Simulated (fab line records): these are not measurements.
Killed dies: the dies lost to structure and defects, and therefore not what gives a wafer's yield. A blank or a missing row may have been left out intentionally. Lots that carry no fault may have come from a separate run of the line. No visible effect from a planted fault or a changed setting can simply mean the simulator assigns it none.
Which tool did it? + flow nand_harc + 11 lots, 33 wafers sampled, at 5 steps of a route of 1302

WHAT THE GAUGES READ, wafer by wafer
NHARC_P_GATE_CD_MEAS_26: the cd target is 120 nm. Usual: cd_nm reads 120.1 nm (standard deviation 0.55).
| lot  | measured     | on        | cd_nm (nm)        | flag |
|------|--------------|-----------|-------------------|------|
| L263 | day 5 10:13  | cd_sem-01 | 120.7 120.7 120.7 |      |
| L265 | day 6 07:27  | cd_sem-03 | 120.8 119.1 119.4 |      |
| L268 | day 7 08:08  | cd_sem-02 | 119.7 120.4 119.8 |      |
| L269 | day 7 20:43  | cd_sem-01 | 119.8 120.4 120.5 |      |
| L279 | day 12 02:20 | cd_sem-03 | 120.4 120.3 119.5 |      |
| L280 | day 12 14:45 | cd_sem-03 | 120.1 120.5 121.1 |      |
| L281 | day 12 19:13 | cd_sem-01 | 119.4 119.2 120.6 |      |
| L283 | day 13 14:01 | cd_sem-01 | 120.0 119.9 120.0 |      |
| L282 | day 13 14:16 | cd_sem-03 | 120.4 120.5 119.9 |      |
| L284 | day 14 11:32 | cd_sem-02 | 120.4 121.3 120.2 |      |
| L285 | day 14 19:14 | cd_sem-03 | 119.4 119.7 119.9 |      |

NHARC_P_GATE_CD_MEAS_59: the cd target is 720 nm. Usual: cd_nm reads 718.8 nm (standard deviation 1.4).
| lot  | measured     | on        | cd_nm (nm)                          | flag |
|------|--------------|-----------|-------------------------------------|------|
| L263 | day 6 01:44  | cd_sem-01 | 720.4 720.0 718.0                   |      |
| L265 | day 6 21:00  | cd_sem-03 | 719.4 719.9 719.9                   |      |
| L268 | day 7 21:43  | cd_sem-03 | 720.8 717.7 718.6                   |      |
| L269 | day 8 10:33  | cd_sem-03 | 715.1 712.3 713.5 715.1 712.6 713.6 | OFF  |
| L279 | day 12 15:54 | cd_sem-01 | 720.9 721.2 720.4                   |      |
| L280 | day 13 04:18 | cd_sem-03 | 716.9 716.9 717.6                   |      |
| L281 | day 13 08:55 | cd_sem-03 | 719.5 719.6 717.1                   |      |
| L283 | day 14 03:58 | cd_sem-03 | 718.4 718.4 717.3                   |      |
| L282 | day 14 03:46 | cd_sem-02 | 717.2 717.7 719.8                   |      |
| L284 | day 15 01:07 | cd_sem-03 | 719.2 718.8 716.9                   |      |
| L285 | day 15 08:39 | cd_sem-02 | 719.3 718.3 718.8                   |      |

WHICH TOOL RAN EACH LOT (tool, then ch and the chambers of the sampled wafers, then the start)
| lot  | NHARC_P_GATE_DESCUM_31             | NHARC_P_GATE_ETCH_114                         | NHARC_P_GATE_EXPOSE_56            |
|------|------------------------------------|-----------------------------------------------|-----------------------------------|
| L263 | rie_diel-02 ch 1,2, day 5 10:23    | rie_diel-02 ch 0,3, day 6 01:35 or earlier    | krf_scanner-03 ch 0, day 6 01:35  |
| L265 | rie_diel-12 ch 0,2,3, day 6 07:39  | rie_diel-12 ch 0,3, day 6 20:51 or earlier    | krf_scanner-03 ch 0, day 6 20:51  |
| L268 | rie_diel-02 ch 1,2, day 7 08:20    | rie_diel-02 ch 2,3, day 7 21:33 or earlier    | krf_scanner-03 ch 0, day 7 21:33  |
| L269 | rie_diel-12 ch 2,3, day 7 20:54    | rie_diel-12 ch 0,2, day 8 10:24 or earlier    | krf_scanner-04 ch 0, day 8 10:24  |
| L279 | rie_diel-12 ch 0,1,2, day 12 02:32 | rie_diel-12 ch 1,2,3, day 12 15:44 or earlier | krf_scanner-04 ch 0, day 12 15:44 |
| L280 | rie_diel-04 ch 0,2, day 12 14:56   | rie_diel-04 ch 0,1,3, day 13 04:08 or earlier | krf_scanner-04 ch 0, day 13 04:08 |
| L281 | rie_diel-12 ch 1,2, day 12 19:24   | rie_diel-12 ch 0,1, day 13 08:47 or earlier   | krf_scanner-01 ch 0, day 13 08:47 |
| L283 | rie_diel-02 ch 0,1,3, day 13 14:12 | rie_diel-02 ch 0,2,3, day 14 03:49 or earlier | krf_scanner-03 ch 0, day 14 03:49 |
| L282 | rie_diel-12 ch 0,1,3, day 13 14:26 | rie_diel-12 ch 0,1,3, day 14 03:37 or earlier | krf_scanner-04 ch 0, day 14 03:37 |
| L284 | rie_diel-04 ch 1,2, day 14 11:44   | rie_diel-04 ch 0,1, day 15 00:58 or earlier   | krf_scanner-03 ch 0, day 15 00:58 |
| L285 | rie_diel-04 ch 0,3, day 14 19:25   | rie_diel-04 ch 0,2,3, day 15 08:30 or earlier | krf_scanner-03 ch 0, day 15 08:30 |
- NHARC_P_GATE_DESCUM_31: chemistry O2, time 3 s.
- NHARC_P_GATE_ETCH_114: etches the open film in CF4/O2, target depth 30 nm, overetch 3 nm, time 16.5 s.
- NHARC_P_GATE_EXPOSE_56: exposes mask P PSD, target cd 720 nm.

AS READ BY THE TOOLS THEMSELVES (means over the sampled wafers that have a number; for cases with no such wafer, the mark the record gives instead)
NHARC_P_GATE_DESCUM_31. Usual: drypump_motor_current_A 5.7 A, standard deviation 0.49; oes_product_au 1.002 a.u., standard deviation 0.0097; rf_vpp_V 57.7 V, standard deviation 0.93; showerhead_plenum_p_Torr 1.90 Torr, standard deviation 0.065; throttle_valve_pct 11.310 %, standard deviation 0.0096.
| lot  | tool        | drypump_motor_current_A (A) | oes_product_au (a.u.) | rf_vpp_V (V) | showerhead_plenum_p_Torr (Torr) | throttle_valve_pct (%) | flag |
|------|-------------|-----------------------------|-----------------------|--------------|---------------------------------|------------------------|------|
| L263 | rie_diel-02 | 6.3                         | 1.002                 | 57.2         | 1.91                            | 11.319                 |      |
| L265 | rie_diel-12 | 5.4                         | 1.012                 | 58.2         | 1.87                            | 11.307                 |      |
| L268 | rie_diel-02 | 6.5                         | 0.992                 | 57.4         | 1.92                            | 11.316                 |      |
| L269 | rie_diel-12 | 5.4                         | 1.003                 | 58.0         | 1.84                            | 11.311                 |      |
| L279 | rie_diel-12 | 5.5                         | 1.007                 | 57.5         | 1.89                            | 11.310                 |      |
| L280 | rie_diel-04 | 6.0                         | 0.998                 | 56.3         | 1.85                            | 11.317                 |      |
| L281 | rie_diel-12 | 5.6                         | 1.007                 | 57.2         | 1.87                            | 11.313                 |      |
| L283 | rie_diel-02 | 5.8                         | 0.999                 | 57.9         | 1.90                            | 11.307                 |      |
| L282 | rie_diel-12 | 5.4                         | 0.988                 | 57.4         | 1.87                            | 11.317                 |      |
| L284 | rie_diel-04 | 5.5                         | 1.002                 | 58.0         | 2.01                            | 11.301                 |      |
| L285 | rie_diel-04 | 5.6                         | 0.997                 | 57.9         | 1.84                            | 11.310                 |      |

NHARC_P_GATE_ETCH_114. Usual: drypump_motor_current_A is 5.7 A with standard deviation 0.48, oes_o_777_au is 1.001 a.u. with standard deviation 0.0047, oes_product_au is 1.002 a.u. with standard deviation 0.0098, rf_fwd_power_W is 294.5 W with standard deviation 1.7, rf_vpp_V is 197.5 V with standard deviation 1.2, showerhead_plenum_p_Torr is 1.32 Torr with standard deviation 0.043, and throttle_valve_pct is 13.397 % with standard deviation 0.0096.
| lot  | tool        | drypump_motor_current_A (A) | oes_o_777_au (a.u.) | oes_product_au (a.u.) | rf_fwd_power_W (W) | rf_vpp_V (V) | showerhead_plenum_p_Torr (Torr) | throttle_valve_pct (%) | flag |
|------|-------------|-----------------------------|---------------------|-----------------------|--------------------|--------------|---------------------------------|------------------------|------|
| L263 | rie_diel-02 | 5.8                         | 1.001               | 1.008                 | 293.2              | 197.7        | 1.32                            | 13.393                 |      |
| L265 | rie_diel-12 | 5.3                         | 0.999               | 1.008                 | 296.5              | 197.0        | 1.29                            | 13.389                 |      |
| L268 | rie_diel-02 | 6.2                         | 1.004               | 0.996                 | 293.0              | 198.0        | 1.31                            | 13.402                 |      |
| L269 | rie_diel-12 | 5.4                         | 1.003               | 1.008                 | 294.6              | 198.2        | 1.33                            | 13.393                 |      |
| L279 | rie_diel-12 | 5.4                         | 0.999               | 1.004                 | 295.5              | 197.6        | 1.29                            | 13.395                 |      |
| L280 | rie_diel-04 | 5.3                         | 1.002               | 0.996                 | 293.9              | 197.4        | 1.33                            | 13.399                 |      |
| L281 | rie_diel-12 | 5.5                         | 1.002               | 1.000                 | 296.3              | 198.4        | 1.32                            | 13.398                 |      |
| L283 | rie_diel-02 | 6.0                         | 1.004               | 0.989                 | 293.9              | 197.6        | 1.34                            | 13.398                 |      |
| L282 | rie_diel-12 | 5.4                         | 0.997               | 0.996                 | 296.5              | 197.0        | 1.31                            | 13.397                 |      |
| L284 | rie_diel-04 | 5.7                         | 1.001               | 0.994                 | 293.9              | 197.6        | 1.30                            | 13.394                 |      |
| L285 | rie_diel-04 | 5.7                         | 1.000               | 1.004                 | 292.9              | 196.8        | 1.32                            | 13.405                 |      |

THE ANSWER, worked out from the rows above alone
Rule: take the mean of a lot's wafers that have a number; if it is more than 3 standard deviations from the usual mean, the lot is off. Also off: a lot with no number at a reading for which 4 or more lots have one. Any other lot the step has rows for is counted as sound. First the gauges in route order, then the tools' own readings, where a lot's mean is used as printed above. At the first step where some lot is off, the reading lying furthest off is the one used; lots without a number count as furthest.
Off: L269, at NHARC_P_GATE_CD_MEAS_59 (cd_nm).
If a tool, at a process step before that reading, ran all the lots that are off and no sound lot after the first of them, it fits. The gauges at NHARC_P_GATE_CD_MEAS_59 are tried like those tools. Because NHARC_P_GATE_ETCH_114 lacks a start for some lots, the hours and order of its lots are taken from NHARC_P_GATE_EXPOSE_56. None of those tried fits.

WHAT THE SIMULATOR HAD INSERTED
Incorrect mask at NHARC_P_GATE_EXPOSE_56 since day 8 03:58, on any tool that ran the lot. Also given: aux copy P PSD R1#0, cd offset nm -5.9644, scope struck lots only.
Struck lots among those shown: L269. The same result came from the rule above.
